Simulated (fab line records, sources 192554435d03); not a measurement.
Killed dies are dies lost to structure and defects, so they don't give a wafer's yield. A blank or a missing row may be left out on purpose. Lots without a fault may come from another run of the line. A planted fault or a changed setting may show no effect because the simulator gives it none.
fab line records | flow n5_finfet | part 1 of 2: steps 1 to 4 of 6
record lots=22 wafers=66 last_day=17
route steps=1938 shown MOL_CONTACT_COAG@528
lots that met no fault: from a run of the same line without faults
start_h: hours from the record's first day to the start of the lot's first wafer shown | wait_h: hours since the lot's step before | " the same as in the row above | L1.1+2: a row that stands for several wafers | - no value, or no start given | * or withheld: withheld | < > ~ a bound
route shown NAME@n: a module of which the file shows steps, and the number in the route of the first | usual: mean/standard deviation of fault-free wafers | same: alike in all rows | chamber/n: place in a boat | sites: the reading at each site | _std_site: their standard deviation | _edge_site: outer sites' mean less inner sites' | radius_mm: how far each site lies from the wafer's centre | mask NAME#n: copy n | behind: the tool/chamber that last shaped the wafer | hold: why the lot was held/for how many hours/how that ended | device: the transistor (n, p or np) that didn't switch | end of line: the same wafers' tests at the end of the route | a step without rows: its recipe alone | killed: dies lost to structure and defects at the first sort, not the wafer's yield | map: a wafer's dies, x killed, . not, _ none there
set.NAME: the setting as run; set.NAME@STEP: as run at that earlier step | model.NAME: the simulator's own value behind a step, which no gauge read
steps of the route over a sample of lots; a table a step, a row a wafer
services: from which hour (start_h, from the record's first day; less than 0 if before it) a tool's chamber was out of use, for how many hours, and why
## steps
# step N5_MOL_CONTACT_COAG_INSPECT_10
# recipe mode=adi inspect_instrument=brightfield
# usual raw_defect_count=72/29
# columns lot.wafer tool chamber start_h wait_h raw_defect_count
L074.3 defect_inspect-02 - 87.80 0.0 67
L074.4 " - " " 56
L074.5 " - " " 91
L075.1 defect_inspect-02 - 98.44 0.1 84
L075.2 " - " " 85
L075.3 " - " " 86
L076.2 defect_inspect-02 - 100.18 0.0 44
L076.3 " - " " 66
L076.6 " - " " 77
L077.1 defect_inspect-02 - 110.87 0.1 66
L077.3 " - " " 57
L077.6 " - " " 34
L078.1 defect_inspect-01 - 111.85 0.1 41
L078.5 " - " " 42
L078.6 " - " " 45
L079.3 defect_inspect-02 - 121.22 0.0 90
L079.4 " - " " 96
L079.5 " - " " 71
L080.2 defect_inspect-01 - 122.79 0.0 94
L080.4 " - " " 150
L080.6 " - " " 86
L081.2 defect_inspect-01 - 129.26 0.0 31
L081.3 " - " " 47
L081.4 " - " " 22
L082.2 defect_inspect-02 - 138.84 0.0 50
L082.3 " - " " 87
L082.6 " - " " 105
L083.1 defect_inspect-02 - 142.37 0.1 51
L083.4 " - " " 202
L083.5 " - " " 88
L085.2 defect_inspect-01 - 154.02 0.0 56
L085.3 " - " " 42
L085.6 " - " " 75
L086.1 defect_inspect-01 - 162.80 0.1 61
L086.3 " - " " 19
L086.4 " - " " 30
L087.1 defect_inspect-02 - 169.48 0.1 77
L087.2 " - " " 50
L087.3 " - " " 86
L088.1 defect_inspect-02 - 171.93 0.1 69
L088.4 " - " " 83
L088.5 " - " " 80
L089.2 defect_inspect-01 - 180.25 0.0 39
L089.5 " - " " 115
L089.6 " - " " 100
L090.2 defect_inspect-01 - 181.70 0.0 38
L090.3 " - " " 34
L090.5 " - " " 50
L091.1 defect_inspect-01 - 190.02 0.1 62
L091.3 " - " " 62
L091.5 " - " " 78
L092.2 defect_inspect-02 - 201.11 0.0 75
L092.4 " - " " 93
L092.5 " - " " 40
L093.3 defect_inspect-02 - 202.15 0.0 165
L093.5 " - " " 59
L093.6 " - " " 126
L094.2 defect_inspect-01 - 207.44 0.0 63
L094.4 " - " " 66
L094.6 " - " " 81
L095.1 defect_inspect-02 - 216.71 0.1 49
L095.2 " - " " 83
L095.4 " - " " 97
L097.2 defect_inspect-02 - 226.08 0.0 48
L097.5 " - " " 52
L097.6 " - " " 44
# step N5_MOL_CONTACT_COAG_DESCUM_13
# recipe chemistry=O2 time_s=7 source_power_w=50 bias_power_w=20 pressure_mtorr=20 rf_frequency_hz=2.712e+07 temp_c=40 resist=CAR-EUV o2_flow_sccm=225
# usual drypump_motor_current_A=5.58/0.28 oes_product_au=0.79/0.085 rf_vpp_V=242.6/1.2 showerhead_plenum_p_Torr=2.05/0.058 throttle_valve_pct=20.43/0.23
# columns lot.wafer tool chamber start_h wait_h drypump_motor_current_A oes_product_au rf_hours_counter_h rf_vpp_V showerhead_plenum_p_Torr throttle_valve_pct
L074.3 rie_diel-03 0 87.87 0.1 5.08 0.71 205 244.5 2.17 20.31
L074.4 " 2 " " 5.72 0.96 13 244.2 2.13 20.13
L074.5 " 3 " " 5.93 0.78 - 242.0 2.06 20.04
L075.1 rie_diel-06 2 99.18 0.7 5.58 0.89 48 242.5 2.12 20.29
L075.2 " 3 " " 5.93 0.70 191 241.9 1.99 20.63
L075.3 " 1 " " 5.39 0.97 7 243.4 2.14 20.29
L076.2 rie_diel-02 1 100.21 0.0 5.25 0.79 100 242.8 2.02 20.86
L076.3 " 0 " " 5.69 0.74 182 241.2 1.97 20.44
L076.6 " 3 " " 5.76 0.69 - 241.9 2.06 20.71
L077.1 rie_diel-06 3 110.91 0.0 5.92 0.69 196 241.9 1.99 20.63
L077.3 " 1 " " 5.42 0.94 12 244.7 2.14 20.28
L077.6 " 3 " " 5.92 0.70 - 242.8 1.99 20.62
L078.1 rie_diel-03 2 111.88 0.0 5.72 0.94 21 243.3 2.13 20.12
L078.5 " 1 " " 5.22 0.82 - 242.5 2.05 20.46
L078.6 " 0 " " 5.08 0.70 - 243.4 2.16 20.29
L079.3 rie_diel-02 0 121.26 0.0 5.69 0.73 191 242.1 1.97 20.42
L079.4 " 2 " " 5.70 0.72 - 243.7 2.06 20.54
L079.5 " 1 " " 5.24 0.78 - 241.1 2.02 20.86
L080.2 rie_diel-02 1 122.82 0.0 5.19 0.76 107 242.6 2.02 20.87
L080.4 " 0 " " 5.69 0.73 - 241.5 1.97 20.44
L080.6 " 2 " " 5.64 0.72 - 243.4 2.06 20.52
L081.2 rie_diel-02 0 129.29 0.0 5.70 0.73 195 240.8 1.96 20.48
L081.3 " 1 " " 5.22 0.78 111 241.0 2.02 20.87
L081.4 " 1 " " 5.20 0.77 - 242.6 2.02 20.88
L082.2 rie_diel-06 3 138.87 0.0 5.92 0.70 206 240.9 1.99 20.66
L082.3 " 2 " " 5.54 0.86 62 243.7 2.11 20.30
L082.6 " 2 " " 5.55 0.86 - 244.5 2.11 20.29
L083.1 rie_diel-02 1 142.44 0.1 5.24 0.77 117 241.7 2.02 20.90
L083.4 " 1 " " 5.20 0.77 - 242.9 2.01 20.89
L083.5 " 0 " " 5.71 0.73 - 240.4 1.96 20.46
L085.2 rie_diel-02 1 154.37 0.3 5.20 0.76 123 241.6 2.01 20.91
L085.3 " 2 " " 5.66 0.72 206 242.0 2.05 20.57
L085.6 " 3 " " 5.73 0.98 - 242.6 2.06 20.36
L086.1 rie_diel-03 2 162.84 0.0 5.72 0.92 39 242.6 2.12 20.15
L086.3 " 1 " " 5.25 0.80 106 241.7 2.05 20.49
L086.4 " 0 " " 5.05 0.69 231 244.6 2.16 20.33
L087.1 rie_diel-03 2 169.52 0.0 5.70 0.90 40 242.0 2.12 20.18
L087.2 " 1 " " 5.23 0.80 107 242.5 2.05 20.50
L087.3 " 3 " " 5.92 0.74 160 243.6 2.05 20.07
L088.1 rie_diel-06 0 171.97 0.0 6.00 0.86 36 242.4 2.04 20.15
L088.4 " 3 " " 5.92 0.69 217 240.9 1.98 20.66
L088.5 " 2 " " 5.54 0.86 - 243.1 2.11 20.32
L089.2 rie_diel-03 0 181.99 1.7 5.09 0.68 239 244.2 2.16 20.34
L089.5 " 3 " " 5.95 0.74 - 243.7 2.05 20.08
L089.6 " 0 " " 5.09 0.69 - 243.9 2.16 20.35
L090.2 rie_diel-02 3 183.43 1.7 5.77 0.95 13 241.9 2.06 20.36
L090.3 " 0 " " 5.70 0.71 216 242.0 1.96 20.48
L090.5 " 1 " " 5.21 0.74 - 242.2 2.01 20.92
L091.1 rie_diel-02 2 190.46 0.4 5.69 0.70 221 242.9 2.05 20.58
L091.3 " 1 " " 5.18 0.75 138 240.7 2.01 20.92
L091.5 " 0 " " 5.68 0.71 - 241.4 1.96 20.47
L092.2 rie_diel-06 1 201.29 0.2 5.41 0.87 40 244.9 2.13 20.32
L092.4 " 3 " " 5.93 0.68 222 241.1 1.98 20.68
L092.5 " 0 " " 6.06 0.86 - 241.7 2.04 20.19
L093.3 rie_diel-03 2 202.64 0.5 5.70 0.89 55 244.3 2.11 20.19
L093.5 " 3 " " 5.90 0.73 - 243.7 2.04 20.10
L093.6 " 0 " " 5.08 0.69 - 244.3 2.15 20.36
L094.2 rie_diel-02 0 207.47 0.0 5.70 0.70 224 241.8 1.95 20.48
L094.4 " 0 " " 5.69 0.70 - 239.8 1.96 20.50
L094.6 " 2 " " 5.69 0.70 - 242.1 2.05 20.59
L095.1 rie_diel-03 1 216.92 0.2 5.22 0.78 129 243.2 2.04 20.51
L095.2 " 2 " " 5.71 0.88 61 242.7 2.11 20.22
L095.4 " 2 " " 5.71 0.88 - 242.7 2.11 20.19
L097.2 rie_diel-06 1 226.24 0.2 5.40 0.86 49 243.5 2.13 20.34
L097.5 " 1 " " 5.39 0.86 - 243.9 2.13 20.36
L097.6 " 0 " " 6.05 0.84 - 242.3 2.03 20.18
# step N5_MOL_CONTACT_COAG_ANNEAL_113
# recipe temp_c=400 time_s=300 ambient=H2/N2
# usual lamp_power_pct=2.66/0.14 lamp_zone_2_pct=2.66/0.14 wafer_temp_C_max=401.5/0.38
# columns lot.wafer tool chamber start_h wait_h lamp_power_pct lamp_zone_2_pct wafer_temp_C_max
L074.3 rtp_anneal-02 0 92.38 0.6 2.52 2.53 401.5
L074.4 " 0 " " 2.52 2.52 401.4
L074.5 " 0 " " 2.53 2.52 401.6
L075.1 rtp_anneal-01 0 101.69 0.3 2.79 2.80 401.3
L075.2 " 0 " " 2.80 2.80 402.4
L075.3 " 0 " " 2.80 2.80 400.9
L076.2 rtp_anneal-01 0 104.30 0.5 2.80 2.80 401.3
L076.3 " 0 " " 2.80 2.79 401.7
L076.6 " 0 " " 2.80 2.80 401.7
L077.1 rtp_anneal-02 0 113.30 0.3 2.52 2.53 400.9
L077.3 " 0 " " 2.53 2.53 401.2
L077.6 " 0 " " 2.53 2.53 401.0
L078.1 rtp_anneal-01 0 114.27 0.3 2.80 2.80 402.0
L078.5 " 0 " " 2.80 2.80 401.7
L078.6 " 0 " " 2.79 2.80 401.9
L079.3 rtp_anneal-01 0 124.36 0.6 2.79 2.80 402.8
L079.4 " 0 " " 2.80 2.80 401.3
L079.5 " 0 " " 2.79 2.80 401.3
L080.2 rtp_anneal-02 0 125.57 0.6 2.53 2.52 401.4
L080.4 " 0 " " 2.52 2.53 400.8
L080.6 " 0 " " 2.52 2.52 401.2
L081.2 rtp_anneal-01 0 133.13 0.5 2.79 2.80 402.2
L081.3 " 0 " " 2.80 2.79 401.5
L081.4 " 0 " " 2.80 2.80 402.4
L082.2 rtp_anneal-02 0 141.78 0.5 2.53 2.53 401.4
L082.3 " 0 " " 2.52 2.53 401.4
L082.6 " 0 " " 2.53 2.52 401.9
L083.1 rtp_anneal-02 0 146.56 0.5 2.53 2.53 401.3
L083.4 " 0 " " 2.53 2.52 401.7
L083.5 " 0 " " 2.53 2.52 401.2
L085.2 rtp_anneal-01 0 158.31 0.5 2.80 2.80 401.7
L085.3 " 0 " " 2.80 2.80 400.9
L085.6 " 0 " " 2.79 2.80 400.9
L086.1 rtp_anneal-01 0 168.14 0.3 2.80 2.80 401.8
L086.3 " 0 " " 2.80 2.80 401.4
L086.4 " 0 " " 2.79 2.80 401.6
L087.1 rtp_anneal-02 0 172.26 0.3 2.53 2.52 400.9
L087.2 " 0 " " 2.52 2.52 401.2
L087.3 " 0 " " 2.53 2.52 401.4
L088.1 rtp_anneal-01 0 176.01 0.4 2.79 2.80 401.6
L088.4 " 0 " " 2.80 2.80 401.5
L088.5 " 0 " " 2.80 2.80 401.8
L089.2 rtp_anneal-01 0 186.33 0.5 2.79 2.80 401.6
L089.5 " 0 " " 2.80 2.80 401.7
L089.6 " 0 " " 2.80 2.80 401.9
L090.2 rtp_anneal-02 0 186.91 0.6 2.53 2.52 401.5
L090.3 " 0 " " 2.53 2.53 401.1
L090.5 " 0 " " 2.53 2.53 401.2
L091.1 rtp_anneal-02 0 194.36 0.3 2.53 2.53 401.2
L091.3 " 0 " " 2.52 2.52 401.1
L091.5 " 0 " " 2.52 2.53 400.9
L092.2 rtp_anneal-01 0 204.36 0.5 2.80 2.79 401.2
L092.4 " 0 " " 2.80 2.79 401.6
L092.5 " 0 " " 2.80 2.80 402.1
L093.3 rtp_anneal-02 0 206.48 0.7 2.53 2.52 401.2
L093.5 " 0 " " 2.53 2.53 401.5
L093.6 " 0 " " 2.53 2.52 401.4
L094.2 rtp_anneal-02 0 210.58 0.5 2.53 2.53 401.5
L094.4 " 0 " " 2.53 2.53 401.0
L094.6 " 0 " " 2.53 2.53 401.6
L095.1 rtp_anneal-01 0 219.36 0.3 2.80 2.80 402.0
L095.2 " 0 " " 2.80 2.80 401.6
L095.4 " 0 " " 2.80 2.79 402.5
L097.2 rtp_anneal-02 0 229.42 0.5 2.52 2.53 401.5
L097.5 " 0 " " 2.52 2.53 401.3
L097.6 " 0 " " 2.52 2.52 400.9
# step N5_MOL_CONTACT_COAG_DESCUM_88
# recipe chemistry=O2 time_s=7 source_power_w=50 bias_power_w=20 pressure_mtorr=20 rf_frequency_hz=2.712e+07 temp_c=40 resist=CAR-EUV o2_flow_sccm=225
# usual drypump_motor_current_A=5.64/0.29 oes_product_au=0.80/0.087 rf_vpp_V=242.8/1.2 showerhead_plenum_p_Torr=2.06/0.057 throttle_valve_pct=20.38/0.22
# columns lot.wafer tool chamber start_h wait_h drypump_motor_current_A oes_product_au rf_hours_counter_h rf_vpp_V showerhead_plenum_p_Torr throttle_valve_pct
L074.3 rie_diel-06 3 99.07 0.7 5.92 0.70 191 241.2 1.99 20.64
L074.4 " 2 " " 5.53 0.88 - 243.4 2.12 20.26
L074.5 " 3 " " 5.94 0.70 - 242.9 1.99 20.61
L075.1 rie_diel-02 2 109.71 0.0 5.69 0.73 184 244.7 2.06 20.53
L075.2 " 0 " " 5.70 0.74 185 242.7 1.97 20.45
L075.3 " 1 " " 5.21 0.79 103 240.7 2.02 20.85
L076.2 rie_diel-06 1 112.88 0.0 5.41 0.94 13 242.7 2.14 20.29
L076.3 " 3 " " 5.91 0.69 197 241.9 1.99 20.63
L076.6 " 3 " " 5.92 0.70 - 240.6 1.99 20.64
L077.1 rie_diel-06 2 118.95 0.0 5.56 0.87 56 243.9 2.11 20.30
L077.3 " 3 " " 5.93 0.69 199 242.0 1.99 20.64
L077.6 " 0 " " 6.04 0.90 - 242.8 2.04 20.15
L078.1 rie_diel-06 0 119.88 0.0 6.02 0.90 16 240.0 2.04 20.13
L078.5 " 2 " " 5.54 0.87 - 242.0 2.11 20.32
L078.6 " 3 " " 5.93 0.70 - 241.1 1.99 20.63
L079.3 rie_diel-06 2 129.66 0.1 5.53 0.86 60 244.1 2.11 20.29
L079.4 " 1 " " 5.41 0.92 19 243.5 2.14 20.31
L079.5 " 3 " " 5.95 0.70 - 241.7 1.99 20.64
L080.2 rie_diel-03 2 133.08 0.0 5.72 0.93 29 244.3 2.12 20.15
L080.4 " 0 " " 5.07 0.70 222 244.6 2.16 20.31
L080.6 " 2 " " 5.71 0.93 - 244.6 2.12 20.14
L081.2 rie_diel-02 1 138.14 0.0 5.23 0.77 114 243.0 2.02 20.87
L081.3 " 0 " " 5.71 0.73 199 240.9 1.96 20.45
L081.4 " 1 " " 5.23 0.76 - 241.6 2.02 20.88
L082.2 rie_diel-06 1 148.31 0.1 5.40 0.91 25 243.5 2.14 20.29
L082.3 " 2 " " 5.54 0.86 66 244.0 2.11 20.30
L082.6 " 0 " " 6.02 0.89 - 242.4 2.04 20.15
L083.1 rie_diel-02 1 152.67 0.1 5.22 0.77 122 242.7 2.01 20.89
L083.4 " 0 " " 5.70 0.73 203 242.6 1.96 20.46
L083.5 " 2 " " 5.63 0.72 - 242.4 2.05 20.56
L085.2 rie_diel-06 3 164.78 0.0 5.95 0.69 214 241.9 1.99 20.65
L085.3 " 2 " " 5.53 0.85 73 243.3 2.11 20.31
L085.6 " 3 " " 5.91 0.69 - 241.6 1.99 20.65
L086.1 rie_diel-02 0 175.85 0.6 5.70 0.72 212 240.8 1.96 20.47
L086.3 " 1 " " 5.20 0.75 130 241.1 2.01 20.90
L086.4 " 3 " " 5.75 0.95 9 242.8 2.06 20.35
L087.1 rie_diel-03 0 180.69 0.8 5.09 0.69 238 244.5 2.16 20.36
L087.2 " 3 " " 5.95 0.74 165 242.2 2.05 20.08
L087.3 " 1 " " 5.22 0.79 112 242.1 2.05 20.49
L088.1 rie_diel-03 1 184.39 2.1 5.25 0.79 114 241.3 2.05 20.50
L088.4 " 0 " " 5.08 0.69 240 244.2 2.15 20.34
L088.5 " 0 " " 5.12 0.69 - 243.8 2.16 20.34
L089.2 rie_diel-06 1 192.68 0.0 5.42 0.88 38 244.6 2.13 20.33
L089.5 " 0 " " 6.03 0.85 - 244.7 2.04 20.17
L089.6 " 1 " " 5.41 0.87 - 244.0 2.13 20.31
L090.2 rie_diel-06 3 193.08 0.3 5.92 0.68 220 241.4 1.98 20.66
L090.3 " 1 " " 5.42 0.88 38 243.9 2.13 20.32
L090.5 " 0 " " 6.02 0.85 - 242.5 2.04 20.17
L091.1 rie_diel-03 0 200.45 0.1 5.10 0.68 247 244.0 2.15 20.36
L091.3 " 1 " " 5.21 0.79 122 241.0 2.04 20.50
L091.5 " 0 " " 5.09 0.69 - 244.3 2.15 20.37
L092.2 rie_diel-06 3 210.95 0.1 5.94 0.68 225 238.9 1.98 20.67
L092.4 " 1 " " 5.42 0.86 44 243.1 2.13 20.34
L092.5 " 1 " " 5.40 0.86 - 243.6 2.13 20.35
L093.3 rie_diel-03 1 211.56 0.0 5.20 0.79 126 241.6 2.04 20.52
L093.5 " 3 " " 5.85 0.74 - 243.0 2.04 20.09
L093.6 " 2 " " 5.73 0.89 - 243.4 2.11 20.20
L094.2 rie_diel-03 1 215.81 0.3 5.23 0.78 128 244.7 2.04 20.51
L094.4 " 3 " " 5.92 0.72 - 243.7 2.04 20.10
L094.6 " 2 " " 5.72 0.88 - 244.1 2.11 20.19
L095.1 rie_diel-06 3 225.78 0.2 5.90 0.68 231 241.6 1.98 20.67
L095.2 " 1 " " 5.42 0.86 49 244.6 2.13 20.33
L095.4 " 2 " " 5.53 0.83 89 243.3 2.10 20.34
L097.2 rie_diel-06 2 234.99 0.0 5.54 0.82 92 243.3 2.10 20.35
L097.5 " 2 " " 5.54 0.82 - 243.9 2.10 20.34
L097.6 " 1 " " 5.41 0.87 - 243.3 2.13 20.35
